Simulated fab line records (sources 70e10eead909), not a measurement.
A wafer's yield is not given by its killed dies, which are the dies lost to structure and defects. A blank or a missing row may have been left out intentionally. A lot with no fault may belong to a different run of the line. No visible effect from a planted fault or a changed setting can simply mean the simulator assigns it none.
fab line records | flow nand-harc
[record] lots = 12 wafers = 36 last-day = 34
route steps=1302 shown A_SLIT@934 A_SIN_REMOVE@951 A_WL_FILL@968 END@1302
lots that met no fault: from a run of the same line without faults
start-h: the number of hours between the record's first day and the start of the first shown wafer of the lot | wait-h: hours elapsed since this lot's preceding step | " unchanged from the row above | L1.1+2: a single row standing in for several wafers | - no value present, or no start provided | * or withheld: withheld | < > ~ a bound
route shown NAME@n: names a module that has steps shown in the file, with the first one's number in the route | usual: average and standard deviation across the fault-free wafers | same: alike in all rows | chamber/n: place in a boat | sites: per-site readings | _std_site: standard deviation of those values | _edge_site: mean of outer sites minus mean of inner sites | radius-mm: how far each site lies from the wafer's centre | mask NAME#n: copy n | behind: the tool/chamber that last shaped the wafer | hold: what put the lot on hold/how long, in hours/how the hold closed | device: the n, p or np transistor that did not switch | end of line: the route-end tests of the same wafers | where a step has no rows: the recipe by itself | killed: dies lost to structure and defects at the first sort, not the wafer's yield | map: a wafer's dies, x killed, . not, _ none there
set.NAME: the run value of the setting; set.NAME@STEP: its run value at that earlier step | model.NAME: the simulator's own value behind a step, which no gauge read
one table for each step of the route and one row for each wafer, over a sample of lots
services: a tool's chamber out of use, with start hour (start-h, from the record's first day; less than 0 if before it), hours out, and reason
[[steps]]
[step NHARC_A_SLIT_OVL_MEAS_10]
[usual] overlay-x-nm = 0.3/0.95 overlay-y-nm = -0.2/0.82
// columns lot.wafer tool chamber start-h wait-h overlay-x-nm overlay-y-nm
L699.2 overlay-01 - 459.04 - 0.4 -0.5
L699.3 " - " " -0.2 -1.5
L699.6 " - " " -0.2 -0.8
L700.1 overlay-01 - 463.33 - 1.3 0.5
L700.4 " - " " 1.5 0.4
L700.5 " - " " 1.8 0.9
L703.1 overlay-01 - 480.33 - 0.0 1.4
L703.4 " - " " -0.9 1.4
L703.6 " - " " -0.4 0.5
L705.4 overlay-01 - 499.61 - 1.7 -0.9
L705.5 " - " " 2.2 -0.8
L705.6 " - " " 2.1 -0.5
L708.2 overlay-01 - 540.16 - -0.3 1.3
L708.3 " - " " 0.1 0.9
L708.4 " - " " 0.1 1.4
L711.3 overlay-02 - 556.15 - -0.6 0.4
L711.4 " - " " -0.6 0.5
L711.5 " - " " -0.3 0.7
L715.1 overlay-01 - 614.48 - 0.3 -0.7
L715.5 " - " " 1.4 -1.0
L715.6 " - " " 1.9 -0.7
L716.3 overlay-02 - 624.02 - 1.4 0.8
L716.4 " - " " 1.0 0.7
L716.6 " - " " 1.4 1.3
L717.1 overlay-01 - 624.26 - -0.9 0.3
L717.3 " - " " -0.1 -0.3
L717.6 " - " " -0.6 0.2
L718.3 overlay-01 - 638.66 - -0.8 -1.3
L718.5 " - " " -0.2 -1.8
L718.6 " - " " 0.4 -2.0
L721.1 overlay-02 - 665.37 - -0.3 0.1
L721.2 " - " " -0.4 0.0
L721.3 " - " " 0.0 0.2
L720.1 overlay-01 - 684.09 - 0.7 0.0
L720.2 " - " " 0.5 -0.2
L720.5 " - " " 0.8 -0.3
[step NHARC_A_SLIT_ETCH_24]
[recipe] target-depth-a = 1210 time-s = 60.5 cf4-flow-sccm = 100 chf3-flow-sccm = 30 ar-flow-sccm = 0 rf-w = 500 bias-w = 200 chemistry = CF4/CHF3
[usual] chamber-pressure-mTorr = 25.00/0.038 drypump-motor-current-A = 5.6/0.34 oes-product-au = 0.960/0.017 rf-vpp-V = 370.4/2.3 showerhead-plenum-p-Torr = 1.57/0.063 throttle-valve-pct = 16.802/0.009
// columns lot.wafer tool chamber start-h wait-h chamber-pressure-mTorr drypump-motor-current-A oes-product-au rf-hours-counter-h rf-vpp-V showerhead-plenum-p-Torr throttle-valve-pct
L699.2 rie-diel-02 1 459.23 0.1 25.01 5.3 0.950 2.9 370.3 1.59 16.811
L699.3 " 3 " " 25.02 6.2 0.975 2.3 373.3 1.65 16.789
L699.6 " 2 " " 25.03 5.2 0.950 - 369.5 1.51 16.798
L700.1 rie-diel-05 1 463.53 0.1 24.99 5.9 0.981 2.6 371.1 1.61 16.796
L700.4 " 2 " " 25.03 5.9 0.967 1.6 366.1 1.48 16.811
L700.5 " 0 " " 25.02 5.5 0.965 - 372.5 1.67 16.801
L703.4 rie-diel-13 3 480.52 0.1 24.98 5.8 0.964 6.7 370.3 1.57 16.796
L703.1 " 0 " " 25.01 5.1 0.954 7.8 369.3 1.50 16.805
L703.6 " 0 " " 25.01 5.1 0.966 - 368.9 1.50 16.792
L705.4 rie-diel-02 0 499.81 0.1 24.98 5.6 0.952 6.1 371.3 1.61 16.797
L705.5 " 1 " " 25.01 5.4 0.948 - 372.4 1.59 16.810
L705.6 " 2 " " 25.03 5.3 0.971 - 368.4 1.51 16.798
L708.4 rie-diel-02 1 540.35 0.1 25.00 5.3 0.978 9.3 370.7 1.58 16.813
L708.3 " 3 " " 24.95 6.2 0.956 9.8 373.8 1.65 16.813
L708.2 " 0 " " 25.02 5.6 0.969 9.1 371.9 1.61 16.807
L711.4 rie-diel-02 0 556.33 0.1 25.01 5.6 0.927 10.3 371.3 1.61 16.808
L711.3 " 1 " " 25.00 5.3 0.931 10.1 371.1 1.58 16.815
L711.5 " 0 " " 24.97 5.6 0.919 - 373.0 1.61 16.797
L715.1 rie-diel-02 0 614.67 0.1 25.00 5.5 0.980 1.6 369.7 1.60 16.780
L715.6 " 3 " " 25.04 6.2 0.968 - 372.5 1.65 16.803
L715.5 " 0 " " 25.01 5.5 0.990 - 371.3 1.61 16.798
L716.4 rie-diel-02 0 624.21 0.1 25.01 5.6 0.981 3.2 372.7 1.61 16.808
L716.3 " 1 " " 24.99 5.4 0.961 2.6 372.5 1.58 16.794
L716.6 " 1 " " 25.00 5.3 0.968 - 370.8 1.58 16.812
L717.1 rie-diel-13 3 624.44 0.1 25.01 5.7 0.981 7.4 369.6 1.56 16.799
L717.3 " 0 " " 25.02 5.2 0.964 6.4 366.7 1.50 16.793
L717.6 " 3 " " 25.01 5.7 0.985 - 369.9 1.57 16.798
L718.3 rie-diel-02 3 638.87 0.1 24.95 6.2 0.963 4.1 374.2 1.65 16.810
L718.5 " 2 " " 25.04 5.3 0.971 - 369.3 1.51 16.787
L718.6 " 3 " " 25.00 6.2 0.957 - 371.6 1.65 16.808
L721.2 rie-diel-02 2 665.57 0.1 25.00 5.2 0.965 6.3 368.0 1.51 16.803
L721.3 " 3 " " 25.01 6.2 0.964 6.2 375.2 1.64 16.803
L721.1 " 0 " " 25.00 5.5 0.958 7.0 372.0 1.60 16.817
L720.1 rie-diel-02 2 684.29 0.1 24.98 5.3 0.958 8.4 367.4 1.51 16.783
L720.2 " 3 " " 24.99 6.2 0.964 8.3 372.4 1.64 16.808
L720.5 " 2 " " 25.00 5.3 0.966 - 368.0 1.51 16.795
[step NHARC_A_SLIT_CD_MEAS_21]
[usual] cd-nm = 289.5/0.71
// columns lot.wafer tool chamber start-h wait-h cd-nm
L699.2 cd-sem-03 - 465.43 - 289.7
L699.3 " - " " 289.7
L699.6 " - " " 289.3
L700.1 cd-sem-02 - 473.40 - 290.0
L700.4 " - " " 290.2
L700.5 " - " " 289.9
L703.1 cd-sem-02 - 487.76 - 289.8
L703.4 " - " " 289.9
L703.6 " - " " 289.8
L705.4 cd-sem-01 - 505.98 - 289.9
L705.5 " - " " 290.0
L705.6 " - " " 290.0
L708.2 cd-sem-02 - 546.60 - 290.7
L708.3 " - " " 289.4
L708.4 " - " " 288.9
L711.3 cd-sem-01 - 562.49 - 290.3
L711.4 " - " " 290.7
L711.5 " - " " 290.1
L715.1 cd-sem-01 - 620.88 0.1 290.0
L715.5 " - " " 289.9
L715.6 " - " " 289.8
L716.3 cd-sem-02 - 630.46 - 289.6
L716.4 " - " " 289.9
L716.6 " - " " 288.9
L717.1 cd-sem-01 - 631.03 - 290.9
L717.3 " - " " 290.7
L717.6 " - " " 290.5
L718.3 cd-sem-03 - 645.40 - 289.6
L718.5 " - " " 290.3
L718.6 " - " " 289.5
L721.1 cd-sem-03 - 672.02 - 289.7
L721.2 " - " " 289.6
L721.3 " - " " 289.8
L720.1 cd-sem-01 - 694.59 - 290.1
L720.2 " - " " 289.3
L720.5 " - " " 289.2
[step NHARC_A_SIN_REMOVE_INSPECT_04]
[usual] raw-defect-count = 393/90
// columns lot.wafer tool chamber start-h wait-h raw-defect-count
L699.2 defect-inspect-02 - 472.02 0.0 420
L699.3 " - " " 318
L699.6 " - " " 373
L700.1 defect-inspect-02 - 480.12 0.0 464
L700.4 " - " " 433
L700.5 " - " " 426
L703.1 defect-inspect-02 - 494.44 0.0 286
L703.4 " - " " 328
L703.6 " - " " 272
L705.4 defect-inspect-02 - 512.63 0.0 371
L705.5 " - " " 388
L705.6 " - " " 346
L708.2 defect-inspect-02 - 553.27 0.0 715
L708.3 " - " " 367
L708.4 " - " " 276
L711.3 defect-inspect-02 - 569.13 0.0 310
L711.4 " - " " 648
L711.5 " - " " 806
L715.1 defect-inspect-02 - 627.51 0.0 470
L715.5 " - " " 459
L715.6 " - " " 482
L717.1 defect-inspect-02 - 637.02 0.0 477
L717.3 " - " " 326
L717.6 " - " " 283
L716.3 defect-inspect-01 - 637.02 0.0 305
L716.4 " - " " 341
L716.6 " - " " 407
L718.3 defect-inspect-02 - 652.06 0.0 913
L718.5 " - " " 610
L718.6 " - " " 435
L721.1 defect-inspect-02 - 678.57 0.0 293
L721.2 " - " " 390
L721.3 " - " " 393
L720.1 defect-inspect-01 - 701.66 0.0 448
L720.2 " - " " 485
L720.5 " - " " 491
[step NHARC_A_WL_FILL_ETCHBACK_17]
[recipe] target-depth-a = 40 time-s = 26.7 chemistry = Cl2/BCl3
[usual] chamber-pressure-mTorr = 9.999/0.008 drypump-motor-current-A = 5.8/0.55 oes-product-au = 1.000/0.0071
// columns lot.wafer tool chamber start-h wait-h chamber-pressure-mTorr drypump-motor-current-A oes-product-au rf-hours-counter-h
L699.2 rie-metal-03 0 484.63 - 10.000 6.6 0.986 2.3
L699.3 " 0 " " 9.999 6.6 0.999 -
L699.6 " 1 " " 10.004 6.0 0.994 -
L700.1 rie-metal-01 1 497.03 - 9.998 5.4 1.005 1.9
L700.4 " 1 " " 9.983 5.4 0.994 -
L700.5 " 0 " " 9.987 4.9 1.005 -
L703.1 rie-metal-01 1 508.99 - 9.996 5.4 1.011 2.2
L703.4 " 0 " " 9.995 4.8 1.007 -
L703.6 " 0 " " 9.995 4.8 0.995 -
L705.4 rie-metal-01 0 524.81 - 10.004 4.9 1.012 -
L705.6 " 0 " " 9.996 4.9 1.016 -
L705.5 " 1 " " 9.988 5.4 1.016 -
L708.2 rie-metal-01 1 567.85 - 9.996 5.4 0.996 2.9
L708.3 " 1 " " 9.997 5.4 1.007 -
L708.4 " 0 " " 10.009 4.9 1.010 -
L711.3 rie-metal-01 0 584.14 - 9.993 4.9 0.994 -
L711.4 " 1 " " 9.990 5.4 1.006 -
L711.5 " 1 " " 10.005 5.4 1.001 -
L715.1 rie-metal-02 0 641.35 - 9.995 6.0 0.989 0
L715.5 " 0 " " 9.999 6.0 0.988 -
L715.6 " 1 " " 10.005 6.1 1.008 -
L716.3 rie-metal-02 0 649.81 - 9.998 6.0 0.996 -
L716.4 " 1 " " 9.997 6.1 1.007 -
L716.6 " 0 " " 10.004 6.0 0.991 -
L717.1 rie-metal-03 0 652.45 - 10.001 6.6 1.011 2.0
L717.3 " 1 " " 10.000 6.0 1.006 -
L717.6 " 0 " " 9.985 6.5 1.001 -
L718.3 rie-metal-03 1 663.69 - 10.007 5.9 0.994 -
L718.6 " 0 " " 9.993 6.6 0.996 -
L718.5 " 1 " " 10.010 6.0 1.003 -
L721.1 rie-metal-03 1 692.95 - 10.008 6.0 1.000 2.9
L721.2 " 0 " " 9.997 6.6 0.997 2.4
L721.3 " 0 " " 9.995 6.6 0.999 -
L720.1 rie-metal-03 0 714.73 - 10.014 6.6 0.998 0.2
L720.2 " 1 " " 9.995 6.0 0.989 0.2
L720.5 " 0 " " 9.994 6.6 1.000 -
[step NHARC_END_SORT_01]
[recipe] temp-c = 25
[usual] killed-at-array = 44/16 killed-at-other = 0.6/1.1 killed-at-periphery = 3.9/2.6 killed-dies = 48/16 killed-open = 3.1/1.9 killed-short = 2.4/1.8
[same] gross-dies = 677
// columns lot.wafer tool chamber start-h wait-h killed-at-array killed-at-other killed-at-periphery killed-dies killed-open killed-short
L708.2 prober-02 0 654.05 2.8 129 0 6 135 5 3
L708.3 prober-02 0 654.86 3.1 54 0 4 58 2 3
L708.4 prober-02 0 655.66 3.4 35 0 4 39 3 1
L711.3 prober-01 0 669.47 3.1 18 1 0 19 1 1
L711.4 prober-01 0 670.27 3.4 102 3 2 107 7 7
L711.5 prober-01 0 671.06 3.7 100 0 0 100 5 1
// killed by level:class
L708.2 A_SLIT:unspecified=71 A_CHANNEL_HOLE_D1:chamber-film-flake=36 A_CHANNEL_HOLE_D2:chamber-film-flake=11 A_CONTACT:chamber-film-flake=4 A_ONON_D1:geometric-particle:short=3 P_M0:geometric-particle:open=2 P_M1:chamber-film-flake=2 A_CHANNEL_FILL_D2:geometric-particle:open=1
L708.3 A_CHANNEL_HOLE_D1:chamber-film-flake=36 A_CHANNEL_HOLE_D2:chamber-film-flake=6 A_CONTACT:chamber-film-flake=3 P_GATE:chamber-film-flake=2 A_STAIRCASE:chamber-film-flake=2 A_ONON_D1:geometric-particle:short=1 A_CHANNEL_FILL_D1:geometric-particle:short=1 A_CHANNEL_HOLE_D2:geometric-particle:short=1
L708.4 A_CHANNEL_HOLE_D1:chamber-film-flake=21 A_CHANNEL_HOLE_D2:chamber-film-flake=8 A_CHANNEL_FILL_D2:geometric-particle:open=2 A_STAIRCASE:chamber-film-flake=2 A_CONTACT:chamber-film-flake=2 P_CONTACT:geometric-particle:short=1 P_M0:geometric-particle:open=1 P_GATE:chamber-film-flake=1
L711.3 A_CHANNEL_HOLE_D1:chamber-film-flake=5 A_STAIRCASE:chamber-film-flake=4 A_SLIT:chamber-film-flake=2 A_WL_FILL:chamber-film-flake=2 A_CHANNEL_FILL_D2:geometric-particle:short=1 STARTING-WAFER:geometric-particle:open=1 A_ZERO_WELL:chamber-film-flake=1 A_CHANNEL_FILL_D1:chamber-film-flake=1
L711.4 A_SLIT:unspecified=74 A_CHANNEL_HOLE_D1:chamber-film-flake=6 A_CHANNEL_FILL_D1:chamber-film-flake=3 A_CHANNEL_FILL_D1:geometric-particle:short=2 A_ONON_D2:geometric-particle:short=2 A_STAIRCASE:chamber-film-flake=2 A_SLIT:chamber-film-flake=2 A_CONTACT:chamber-film-flake=2
L711.5 A_SLIT:unspecified=78 A_CHANNEL_HOLE_D1:chamber-film-flake=6 A_CONTACT:chamber-film-flake=5 A_SLIT:chamber-film-flake=3 A_STAIRCASE:chamber-film-flake=2 A_SOURCE_PLATE:geometric-particle:open=1 A_ONON_D1:geometric-particle:open=1 A_ONON_D1:geometric-particle:short=1
[[services]]
// columns tool chamber start-h hours kind
rie-metal-02 - 454.00 9.0 pm
rie-metal-03 1 457.94 2.3 repair
rie-diel-05 3 506.30 4.1 repair
rie-metal-02 - 508.82 1.8 repair
rie-metal-02 - 513.25 1.8 repair
rie-metal-02 - 517.31 1.0 repair
rie-diel-13 - 519.00 9.0 pm
rie-metal-03 - 519.00 9.0 pm
rie-metal-02 0 536.62 15.4 repair
rie-diel-02 - 570.70 9.0 pm
rie-metal-03 0 571.74 10.1 repair
rie-metal-01 - 575.00 9.0 pm
rie-diel-02 1 626.30 17.0 repair
rie-diel-13 3 629.27 2.4 repair
rie-metal-02 - 631.00 9.0 pm
rie-metal-01 0 642.99 2.5 repair
rie-metal-02 - 651.85 0.7 repair
rie-diel-02 1 654.36 47.2 repair
rie-diel-13 2 657.32 9.6 repair
rie-diel-02 2 690.58 2.6 repair
rie-diel-13 - 696.00 9.0 pm
rie-metal-03 - 696.00 9.0 pm
rie-diel-02 1 704.48 5.8 repair
rie-diel-02 - 714.59 0.2 repair
[[key]]
[first-sign] step = NHARC_A_SIN_REMOVE_INSPECT_04 reading = raw-defect-count direction = up sigmas = 3.7 usual = 393 struck = 723
[effect] step = NHARC_END_SORT_01 reading = killed-at-array direction = up sigmas = 4.2 usual = 44 struck = 110
[more-kills-born-at] NHARC_A_SLIT_ETCH_24@rie-diel-02 = 222
met-at NHARC_A_SLIT_ETCH_24
struck-lots L708,L711
struck-wafers L708.2,L711.4,L711.5
tester-left-out L708,L711
not-acting-at NHARC_A_SLIT_OVL_MEAS_10,NHARC_A_SLIT_CD_MEAS_21,NHARC_A_WL_FILL_ETCHBACK_17
onset-between 499.81 540.35
[fault] kind = chamber-particle-source tool = rie-diel-02 chamber = 0 onset-h = 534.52 steps = NHARC_A_SLIT_ETCH_24 rate-per-visit-cm2 = 0.55264 end-h = 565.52
// tester-left-out: of these lots the tester's yield and bins aren't shown, on N5 and GAA mostly nor the transistor test; their killed dies are dies lost to structure and defects alone, not to doping, threshold or leakage, so they don't give the yield
